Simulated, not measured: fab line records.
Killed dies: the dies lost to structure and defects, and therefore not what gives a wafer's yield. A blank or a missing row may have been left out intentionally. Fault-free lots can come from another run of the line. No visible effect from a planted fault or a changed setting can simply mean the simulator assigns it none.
What tool caused it?    flow nand_harc    15 lots, 45 wafers sampled, at 4 steps of a route of 1302

== WHAT THE GAUGES READ, wafer by wafer ==
Not one reading of a measure or inspect step in the record can be checked against a usual standard deviation.

== EACH LOT AND THE TOOL THAT RAN IT (in order: tool; ch and the chambers of the sampled wafers; start) ==
lot   NHARC_A_WL_FILL_ETCHBACK_04        NHARC_A_WL_FILL_STRIP_29            NHARC_A_CONTACT_EXPOSE_39           NHARC_A_CONTACT_ETCH_50
L199  rie_metal-02 ch 0,1, day 20 12:44  rie_diel-11 ch 2,3, day 20 22:43    arfi_scanner-03 ch 0, day 21 15:29  rie_diel-08 ch 0,2,3, no start
L200  rie_metal-01 ch 0,1, day 20 22:11  rie_diel-07 ch 1,2,3, day 21 09:24  arfi_scanner-02 ch 0, day 21 20:48  rie_diel-08 ch 0,1,3, no start
L202  rie_metal-02 ch 0,1, day 22 00:02  rie_diel-07 ch 0,2,3, day 22 09:59  arfi_scanner-01, day 22 22:35       rie_diel-08 ch 0,1,2, no start
L203  rie_metal-02 ch 0,1, day 22 04:25  rie_diel-07 ch 0,1,3, day 22 17:57  arfi_scanner-03, day 23 05:29       rie_diel-08 ch 0,1,2, no start
L205  rie_metal-03 ch 0,1, day 22 08:54  rie_diel-12 ch 0,2,3, day 22 17:32  arfi_scanner-03, day 23 05:31       rie_diel-01 ch 0,1,2, no start
L210  rie_metal-03 ch 0,1, day 24 16:43  rie_diel-12 ch 0,2,3, day 25 02:43  arfi_scanner-03 ch 0, day 25 14:50  rie_diel-01 ch 1,2,3, no start
L214  rie_metal-03 ch 0,1, day 26 06:55  rie_diel-12 ch 1,2,3, day 26 17:16  arfi_scanner-03 ch 0, day 27 07:59  rie_diel-08 ch 1,2, no start
L213  rie_metal-01 ch 1, day 26 10:52    rie_diel-07 ch 0,3, day 26 21:34    arfi_scanner-03 ch 0, day 27 12:11  rie_diel-01 ch 1,2,3, no start
L215  rie_metal-03 ch 0,1, day 27 08:45  rie_diel-12 ch 0,1, day 27 19:38    arfi_scanner-02 ch 0, day 28 07:37  rie_diel-08 ch 0,3, no start
L218  rie_metal-02 ch 0,1, day 27 18:29  rie_diel-11 ch 1,2, day 28 08:40    arfi_scanner-02 ch 0, day 28 22:25  rie_diel-08 ch 0,1,3, no start
L216  rie_metal-03 ch 0,1, day 27 18:52  rie_diel-12 ch 1,3, day 28 08:41    arfi_scanner-03 ch 0, day 28 20:47  rie_diel-08 ch 0,1,2, no start
L219  rie_metal-02 ch 0,1, day 28 17:42  rie_diel-11 ch 0,2,3, day 29 04:29  arfi_scanner-02 ch 0, day 29 16:20  rie_diel-01 ch 1,2, no start
L220  rie_metal-01 ch 0,1, day 29 05:29  rie_diel-07 ch 0,1, day 29 20:32    arfi_scanner-02 ch 0, day 30 08:27  rie_diel-01 ch 0,1,2, no start
L222  rie_metal-01 ch 1, day 30 00:46    rie_diel-07 ch 0,1,3, day 30 13:44  arfi_scanner-02 ch 0, day 31 01:31  rie_diel-01 ch 0,1,2, no start
L221  rie_metal-02 ch 0,1, day 30 21:00  rie_diel-11 ch 0,1,2, day 31 07:31  arfi_scanner-02 ch 0, day 31 22:08  rie_diel-08 ch 1,2,3, no start
- NHARC_A_WL_FILL_ETCHBACK_04: etches the open film in NF3, target depth 60 nm, time 120 s.
- NHARC_A_WL_FILL_STRIP_29: strips in O2, time 20 s.
- NHARC_A_CONTACT_EXPOSE_39: exposes mask A CC 3.
- NHARC_A_CONTACT_ETCH_50: etches the open film in CF4/CHF3, target depth 121 nm, time 60.5 s.

== AS READ BY THE TOOLS THEMSELVES (means over the sampled wafers that have a number; for cases with no such wafer, the mark the record gives instead) ==
NHARC_A_WL_FILL_ETCHBACK_04.
lot   tool          drypump_motor_current_A (A)  oes_product_au (a.u.)
L199  rie_metal-02  5.8                          1.006
L200  rie_metal-01  5.3                          1.007
L202  rie_metal-02  5.6                          0.999
L203  rie_metal-02  5.6                          0.998
L205  rie_metal-03  4.8                          1.005
L210  rie_metal-03  4.8                          1.002
L214  rie_metal-03  4.8                          1.002
L213  rie_metal-01  5.7                          1.003
L215  rie_metal-03  4.9                          1.002
L218  rie_metal-02  5.8                          0.987
L216  rie_metal-03  4.9                          1.000
L219  rie_metal-02  5.7                          0.995
L220  rie_metal-01  5.5                          1.005
L222  rie_metal-01  5.7                          1.012
L221  rie_metal-02  5.8                          0.998

NHARC_A_WL_FILL_STRIP_29.
lot   tool         drypump_motor_current_A (A)  oes_product_au (a.u.)  rf_vpp_V (V)  showerhead_plenum_p_Torr (Torr)  throttle_valve_pct (%)
L199  rie_diel-11  5.9                          0.991                  58.2          3.58                             17.037
L200  rie_diel-07  5.8                          1.000                  57.8          3.58                             17.039
L202  rie_diel-07  5.9                          1.003                  57.5          3.47                             17.043
L203  rie_diel-07  6.1                          0.989                  57.6          3.53                             17.034
L205  rie_diel-12  5.7                          0.995                  57.6          3.50                             17.035
L210  rie_diel-12  5.8                          1.003                  57.4          3.50                             17.036
L214  rie_diel-12  6.0                          0.999                  57.8          3.50                             17.045
L213  rie_diel-07  6.4                          1.001                  57.3          3.45                             17.025
L215  rie_diel-12  5.9                          0.996                  57.9          3.61                             17.029
L218  rie_diel-11  5.7                          1.001                  58.4          3.69                             17.038
L216  rie_diel-12  6.0                          1.004                  58.1          3.47                             17.034
L219  rie_diel-11  6.2                          1.009                  58.0          3.59                             17.038
L220  rie_diel-07  5.9                          1.005                  57.3          3.60                             17.044
L222  rie_diel-07  6.2                          1.001                  58.0          3.52                             17.033
L221  rie_diel-11  6.0                          0.993                  58.2          3.69                             17.040

NHARC_A_CONTACT_EXPOSE_39.
lot   tool             exposure_dose_mJ_cm2  focus_offset_nm (nm)
L199  arfi_scanner-03  58.73                 0.1
L200  arfi_scanner-02  58.63                 0.2
L202  arfi_scanner-01  -                     -
L203  arfi_scanner-03  -                     -
L205  arfi_scanner-03  -                     -
L210  arfi_scanner-03  58.68                 1.0
L214  arfi_scanner-03  58.75                 -0.3
L213  arfi_scanner-03  58.68                 -0.1
L215  arfi_scanner-02  58.65                 0.0
L218  arfi_scanner-02  58.62                 0.4
L216  arfi_scanner-03  58.69                 -0.2
L219  arfi_scanner-02  58.65                 0.3
L220  arfi_scanner-02  58.64                 0.4
L222  arfi_scanner-02  58.63                 -0.4
L221  arfi_scanner-02  58.67                 0.1

NHARC_A_CONTACT_ETCH_50.
lot   tool         drypump_motor_current_A (A)  oes_product_au (a.u.)  rf_vpp_V (V)  showerhead_plenum_p_Torr (Torr)  throttle_valve_pct (%)
L199  rie_diel-08  5.8                          0.975                  372.8         1.64                             16.798
L200  rie_diel-08  6.0                          0.924                  371.1         1.59                             16.806
L202  rie_diel-08  5.9                          0.954                  371.6         1.59                             16.802
L203  rie_diel-08  5.9                          0.969                  370.9         1.59                             16.797
L205  rie_diel-01  5.5                          0.930                  371.2         1.59                             16.798
L210  rie_diel-01  5.7                          0.970                  370.3         1.57                             16.803
L214  rie_diel-08  5.9                          0.936                  369.7         1.55                             16.800
L213  rie_diel-01  5.7                          0.916                  369.4         1.57                             16.804
L215  rie_diel-08  5.9                          0.960                  372.9         1.62                             16.805
L218  rie_diel-08  6.0                          0.969                  370.4         1.59                             16.794
L216  rie_diel-08  5.9                          0.963                  372.5         1.59                             16.798
L219  rie_diel-01  5.6                          0.923                  370.7         1.59                             16.796
L220  rie_diel-01  5.5                          0.926                  370.2         1.58                             16.797
L222  rie_diel-01  5.5                          0.926                  371.8         1.58                             16.802
L221  rie_diel-08  5.8                          0.977                  370.7         1.59                             16.802

== THE ANSWER, worked out from the rows above alone ==
Rule: the lots themselves supply what counts as usual. Put in order of their means at a reading, lots are off if they are a third of the lots or fewer, leave a main group of 4 or more, and stand apart from it by a gap of 3 or more times the standard deviation of the main group's means; of several such gaps the widest counts. Not used: any main group whose means are identical at the precision the tables above print for the reading. Also off: a lot with no number at a reading for which 4 or more lots have one. All remaining lots with rows at the step are treated as sound. The gauges are gone through in route order, then the tools' own readings, and for those a lot's mean is taken as printed above. The first step at which some lot is off is used, and at that step the reading that is off furthest; a lot without a number counts as furthest.
Off: L202, L203, L205, at NHARC_A_CONTACT_EXPOSE_39 (exposure_dose_mJ_cm2). Without a number there: L202, L203, L205. Mean 58.67 and standard deviation 0.039 in the main group.
A tool fits if, at that step or a process step before it, it ran every lot that is off, and no sound lot after the first of them. No candidate that was tried fits.

== WHAT THE SIMULATOR PUT IN ==
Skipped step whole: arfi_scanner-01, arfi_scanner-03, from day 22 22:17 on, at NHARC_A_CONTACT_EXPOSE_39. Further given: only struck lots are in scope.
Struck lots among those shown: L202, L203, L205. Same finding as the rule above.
